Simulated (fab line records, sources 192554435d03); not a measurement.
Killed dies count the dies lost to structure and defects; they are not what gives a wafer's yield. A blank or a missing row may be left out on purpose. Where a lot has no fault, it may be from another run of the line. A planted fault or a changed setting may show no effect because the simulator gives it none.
Split-lot study    flow n5Finfet    39 wafers read from 7 lots, route of 1938 steps

## SPLIT DETAILS
At N5_DUMMY_GATE_ETCH_31 (etches SiO2 in C4F6/O2, target depth 82.5 nm, time 27.5 s), the setting targetDepthA was moved away from the recipe's 825 angstrom on 15 of the 39 wafers read, by -8.4% to +12.8%. This setting was run at the recipe's value on the other wafers.

Reading taken at the split's own step.

## THE READING
SOC_of_DUMMY_GATE_COAT_34.thkNm (the simulator's own value, which no gauge read), in nm, at N5_DUMMY_GATE_ETCH_31 (etches SiO2 in C4F6/O2, target depth 82.5 nm, time 27.5 s). The file does not state a usual value for it. The 24 wafers here that ran the recipe average 51.8 nm, standard deviation 0.2 nm.

wafer   tool, chamber at the split  targetDepthA as run, angstrom  against the recipe  SOC_of_DUMMY_GATE_COAT_34.thkNm, nm  against lot-mates on the recipe
L076.1  rieDiel-06, 1               825                            recipe              52.2                                 -
L076.2  rieDiel-06, 2               930.5                          +12.8%              50.8                                 -1.1
L076.3  rieDiel-06, 0               825                            recipe              51.6                                 -
L076.4  rieDiel-06, 1               930.5                          +12.8%              50.8                                 -1.1
L076.5  rieDiel-06, 2               825                            recipe              52                                   -
L076.6  rieDiel-06, 0               930.5                          +12.8%              50.8                                 -1.1
L077.1  rieDiel-06, 1               902.2                          +9.4%               51.4                                 -0.3
L077.2  rieDiel-06, 2               825                            recipe              51.8                                 -
L077.3  rieDiel-06, 0               825                            recipe              51.6                                 -
L077.4  rieDiel-06, 2               902.2                          +9.4%               51                                   -0.7
L077.5  rieDiel-06, 0               825                            recipe              51.8                                 -
L077.6  rieDiel-06, 1               902.2                          +9.4%               51.4                                 -0.3
L078.1  rieDiel-06, 1               825                            recipe              52                                   -
L078.2  rieDiel-06, 2               825                            recipe              51.6                                 -
L078.4  rieDiel-06, 0               825                            recipe              51.8                                 -
L084.1  rieDiel-02, 1               825                            recipe              51.8                                 -
L084.2  rieDiel-02, 3               918.6                          +11.3%              50.8                                 -1.1
L084.3  rieDiel-02, 0               918.6                          +11.3%              50.8                                 -1.1
L084.4  rieDiel-02, 2               825                            recipe              52                                   -
L084.5  rieDiel-02, 1               825                            recipe              52                                   -
L084.6  rieDiel-02, 2               918.6                          +11.3%              50.8                                 -1.1
L087.1  rieDiel-06, 0               918.8                          +11.4%              50.8                                 -0.7
L087.2  rieDiel-06, 2               918.8                          +11.4%              50.6                                 -0.9
L087.3  rieDiel-06, 1               825                            recipe              51.6                                 -
L087.4  rieDiel-06, 3               825                            recipe              51.4                                 -
L087.5  rieDiel-06, 0               825                            recipe              51.4                                 -
L087.6  rieDiel-06, 3               918.8                          +11.4%              50.6                                 -0.9
L093.1  rieDiel-06, 2               825                            recipe              51.8                                 -
L093.2  rieDiel-06, 0               825                            recipe              51.8                                 -
L093.3  rieDiel-06, 3               825                            recipe              51.6                                 -
L093.4  rieDiel-06, 1               825                            recipe              52                                   -
L093.5  rieDiel-06, 1               825                            recipe              52                                   -
L093.6  rieDiel-06, 0               825                            recipe              51.8                                 -
L096.1  rieDiel-02, 2               825                            recipe              52                                   -
L096.2  rieDiel-02, 0               755.3                          -8.4%               52.6                                 +0.8
L096.3  rieDiel-02, 3               825                            recipe              51.8                                 -
L096.4  rieDiel-02, 1               755.3                          -8.4%               52.2                                 +0.4
L096.5  rieDiel-02, 2               755.3                          -8.4%               52.4                                 +0.6
L096.6  rieDiel-02, 1               825                            recipe              51.6                                 -

THE FIT
A straight line over all 39 wafers: SOC_of_DUMMY_GATE_COAT_34.thkNm changes by -0.0801 nm for each +1% of targetDepthA; r = -0.93; the points scatter about the line by 0.2 nm.
The same after taking each lot's own level away (the mean of its wafers on the recipe; 39 wafers): -0.0787 nm for each +1%; r = -0.94; scatter 0.18 nm.
On that fit, the largest move of targetDepthA shifts the reading by 1 nm.
From 51.47 to 51.93 nm: that is the span of the lots' own levels, equal to 2.3 times the standard deviation above.
The two slopes are in agreement: the lot-to-lot level therefore moves the slope only a little.
Check: with one of the wafers moved furthest among these (+12.8%) left out of the fit, the line predicts -0.999 nm for it against its lot-mates. Against them it came out at -1.13 nm.

## FURTHER SPLITS ON THESE WAFERS
Other splits were also applied to these wafers ahead of the reading. Each is held against what the fit with the lots' levels taken away leaves over:
other split on the same wafers  wafers away from the commonest value  r with SOC_of_DUMMY_GATE_COAT_34.thkNm (lot level and that fit taken away)
N5_DUMMY_GATE_EXPOSE_12 doseMj  15                                    -0.20
N5_DUMMY_GATE_ETCH_37 sourceW   15                                    +0.03

## THE WHOLE CHAIN: every reading that the file lists as answering this split, in the file's order
step                   what it does                                               reading                                                                           change (the file's fit)                r (the file's)
N5_DUMMY_GATE_ETCH_31  etches SiO2 in C4F6/O2, target depth 82.5 nm, time 27.5 s  etch.depthNm (the simulator's own value, which no gauge read)                     +0.808 nm for each +1% of the setting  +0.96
N5_DUMMY_GATE_ETCH_31  etches SiO2 in C4F6/O2, target depth 82.5 nm, time 27.5 s  SOC_of_DUMMY_GATE_COAT_34.thkNm (the simulator's own value, which no gauge read)  -0.079 nm for each +1% of the setting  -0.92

## THE FILE'S OWN FIT
SOC_of_DUMMY_GATE_COAT_34.thkNm changes by -0.079 nm for each +1% of targetDepthA, r = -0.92.
